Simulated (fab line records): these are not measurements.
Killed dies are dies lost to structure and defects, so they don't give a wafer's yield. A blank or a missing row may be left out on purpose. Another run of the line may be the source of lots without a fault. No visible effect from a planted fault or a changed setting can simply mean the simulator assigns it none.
fab line records	flow nand-harc
record lots=6	wafers=18	last-day=34
route steps=1302 shown A_STAIRCASE@853
lots untouched by any fault: they come from a run of this same line in which no faults occurred
start-h: start of the lot's first displayed wafer, in hours after the record's first day	wait-h: how many hours have passed since the lot's step before this one	" identical to the entry in the row above	L1.1+2: one row covering several wafers at once	- no value, or no start given	* or withheld: withheld	< > ~ a bound
route shown NAME@n: NAME is a module with steps in the file, n the number in the route of the first one	usual: mean and standard deviation over wafers with no fault	same: alike in all rows	chamber/n: place in a boat	sites: the reading at each site	_std_site: standard deviation of those values	_edge_site: mean of outer sites minus mean of inner sites	radius-mm: how far each site lies from the wafer's centre	mask NAME#n: copy n	behind: the most recent tool/chamber to have shaped the wafer	hold: cause of the lot's hold/its duration in hours/its outcome	device: which transistor (n, p or np) failed to switch	end of line: the same wafers' tests at the end of the route	a step without rows: its recipe alone	killed: the dies lost at the first sort to structure and to defects; this is not the yield of the wafer	map: a wafer's dies, x killed, . not, _ none there
set.NAME: the setting the step ran with; set.NAME@STEP: the setting that earlier step ran with	model.NAME: the simulator's own value behind a step, which no gauge read
lots at selected steps of the route; one table per step, one row per wafer
services: the hour from which a tool's chamber was out of use, counted from the record's first day as start-h (under 0 if before that day), plus the number of hours and why
## steps
# step NHARC_A_STAIRCASE_DEP_322
# recipe target-thk-a=72000	temp-c=400	target-thk-nm=7200	teos-flow-sccm=200	rf-w=500	material=SiO2
# usual heater-power-w=692/120	mfc-precursor-sccm=200.0/0.64
lot.wafer	tool	chamber	start-h	wait-h	heater-power-w	mfc-precursor-sccm	since-wet-clean-h
L258.2	pecvd-01	2	449.16	0.1	556	199.5	125
L258.1	"	1	"	"	904	200.0	125
L258.4	"	1	"	"	754	200.0	-
L261.1	pecvd-02	1	469.88	0.2	794	200.1	49
L261.3	"	2	"	"	811	200.6	49
L261.5	"	0	"	"	767	199.6	-
L264.4	pecvd-01	0	486.93	0.3	686	200.2	-
L264.6	"	1	"	"	764	200.7	-
L264.5	"	2	"	"	521	200.5	-
L265.1	pecvd-01	2	507.38	0.1	532	199.4	2
L265.5	"	2	"	"	533	200.3	-
L265.4	"	0	"	"	654	199.3	-
L276.3	pecvd-01	1	627.33	0.1	949	199.9	122
L276.1	"	2	"	"	570	200.7	122
L276.6	"	1	"	"	807	200.3	-
L278.2	pecvd-03	2	649.43	0.3	563	199.2	90
L278.4	"	1	"	"	570	199.7	-
L278.6	"	2	"	"	527	199.6	-
# step NHARC_A_STAIRCASE_ANNEAL_323
# recipe temp-c=750	time-s=1800
# step NHARC_A_STAIRCASE_DEP_325
# recipe target-thk-a=72000	temp-c=400	target-thk-nm=7200	teos-flow-sccm=200	rf-w=500	material=SiO2
# usual heater-power-w=713/110	mfc-precursor-sccm=200.0/0.56
lot.wafer	tool	chamber	start-h	wait-h	heater-power-w	mfc-precursor-sccm	since-wet-clean-h
L258.2	pecvd-03	0	458.31	0.1	819	199.5	79
L258.1	"	2	"	"	574	199.6	80
L258.4	"	2	"	"	505	199.7	-
L261.3	pecvd-01	1	477.66	0.1	884	201.0	153
L261.1	"	2	"	"	612	199.5	153
L261.5	"	0	"	"	681	198.7	-
L264.4	pecvd-03	1	496.86	0.6	601	200.4	-
L264.5	"	0	"	"	718	200.1	-
L264.6	"	1	"	"	600	200.0	-
L265.1	pecvd-03	0	516.79	0.2	702	199.6	138
L265.4	"	0	"	"	711	200.0	-
L265.5	"	0	"	"	727	199.0	-
L276.1	pecvd-02	0	634.68	0.1	941	200.0	33
L276.3	"	0	"	"	805	199.8	-
L276.6	"	0	"	"	815	200.8	-
L278.2	pecvd-02	0	656.61	0.1	917	200.2	54
L278.4	"	1	"	"	594	200.2	-
L278.6	"	2	"	"	652	199.6	-
# step NHARC_A_STAIRCASE_ANNEAL_326
# recipe temp-c=750	time-s=1800
# step NHARC_A_STAIRCASE_DEHYDRATE_433
# recipe temp-c=150	time-s=120
# step NHARC_A_STAIRCASE_HMDS_434
# recipe time-s=30
# step NHARC_A_STAIRCASE_COAT_435
# recipe spin-rpm=1200
# step NHARC_A_STAIRCASE_SOFTBAKE_436
# recipe temp-c=135	time-s=170
# step NHARC_A_STAIRCASE_EBR_437
# step NHARC_A_STAIRCASE_EXPOSE_438
# recipe na=0.5	dose-mj=28.97	mask-id=STAIR_REV
# usual exposure-dose-mJ-cm2=28.97/0.03	focus-offset-nm=-0.1/0.54	na=0.5/0
lot.wafer	tool	chamber	start-h	wait-h	mask	exposure-dose-mJ-cm2	focus-offset-nm	na
L258.1	krf-scanner-04	0	468.17	-	STAIR_REV#0	28.93	-0.5	0.5
L258.2	"	0	"	"	STAIR_REV#0	28.99	-0.7	0.5
L258.4	"	0	"	"	STAIR_REV#0	28.94	-0.1	0.5
L261.1	krf-scanner-03	0	488.35	-	STAIR_REV#0	28.96	0.7	0.5
L261.3	"	0	"	"	STAIR_REV#0	29.00	0.2	0.5
L261.5	"	0	"	"	STAIR_REV#0	28.96	1.1	0.5
L264.4	krf-scanner-04	-	506.98	-	STAIR_REV#0	-	-	-
L264.5	"	-	"	"	STAIR_REV#0	-	-	-
L264.6	"	-	"	"	STAIR_REV#0	-	-	-
L265.1	krf-scanner-03	-	524.43	-	STAIR_REV#0	-	-	-
L265.4	"	-	"	"	STAIR_REV#0	-	-	-
L265.5	"	-	"	"	STAIR_REV#0	-	-	-
L276.1	krf-scanner-01	0	644.87	-	STAIR_REV#0	28.98	-0.3	0.5
L276.3	"	0	"	"	STAIR_REV#0	28.95	0.2	0.5
L276.6	"	0	"	"	STAIR_REV#0	29.00	-0.3	0.5
L278.2	krf-scanner-04	0	666.63	-	STAIR_REV#0	28.96	0.4	0.5
L278.4	"	0	"	"	STAIR_REV#0	28.99	-0.4	0.5
L278.6	"	0	"	"	STAIR_REV#0	28.94	-1.0	0.5
# step NHARC_A_STAIRCASE_PEB_439
# recipe peb-temp-c=115	peb-time-s=130
## services
tool	chamber	start-h	hours	kind
krf-scanner-03	-	426.57	4.0	pm
pecvd-02	0	440.25	12.8	repair
krf-scanner-01	-	460.97	3.2	repair
krf-scanner-04	-	463.08	0.6	repair
pecvd-03	2	483.37	145.3	repair
krf-scanner-01	-	487.97	4.0	pm
pecvd-01	-	492.61	13.0	pm
pecvd-01	0	492.61	13.0	vent-cycle
pecvd-01	1	492.61	13.0	vent-cycle
pecvd-02	2	503.27	5.1	repair
krf-scanner-04	-	526.00	4.0	pm
pecvd-03	-	547.00	13.0	pm
pecvd-02	1	559.97	1.8	repair
krf-scanner-03	-	562.38	4.0	repair
pecvd-02	-	589.25	13.0	pm
krf-scanner-03	-	598.57	4.0	pm
krf-scanner-04	-	601.50	4.5	repair
pecvd-02	-	608.80	0.5	repair
pecvd-03	0	609.06	12.5	repair
pecvd-02	2	623.97	14.2	repair
krf-scanner-03	-	642.30	0.6	repair
krf-scanner-03	-	650.45	1.7	repair
krf-scanner-04	-	659.70	0.4	repair
krf-scanner-01	-	659.97	4.0	pm
## key
first-sign step=NHARC_A_STAIRCASE_EXPOSE_438	reading=tool-record	direction=missing
effect none on later readings
met-at NHARC_A_STAIRCASE_EXPOSE_438
struck-wafers L264.4,L264.5,L264.6,L265.1,L265.4,L265.5
rows-end L265.1,L265.4,L265.5
later-rows-left-out L264.4,L264.5,L264.6
sort-left-out L264.4,L264.5,L264.6
tester-left-out L264
onset-between 488.35 506.98
fault kind=skipped-step-whole	tool=krf-scanner-03,krf-scanner-04	chamber=-	onset-h=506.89	steps=NHARC_A_STAIRCASE_EXPOSE_438	scope=struck-lots-only
# tester-left-out: of these lots the tester's yield and bins aren't shown, on N5 and GAA mostly nor the transistor test; their killed dies are dies lost to structure and defects alone, not to doping, threshold or leakage, so they don't give the yield
# sort-left-out: the simulated sort isn't trusted on such a fault, so these wafers' sort isn't shown, and their yield isn't known
# later-rows-left-out: the simulator's readings of these wafers behind a module that went badly wrong aren't trusted and aren't shown, but for the sort
# rows-end: these wafers met a further fault down the route, and their rows from its step on are left out
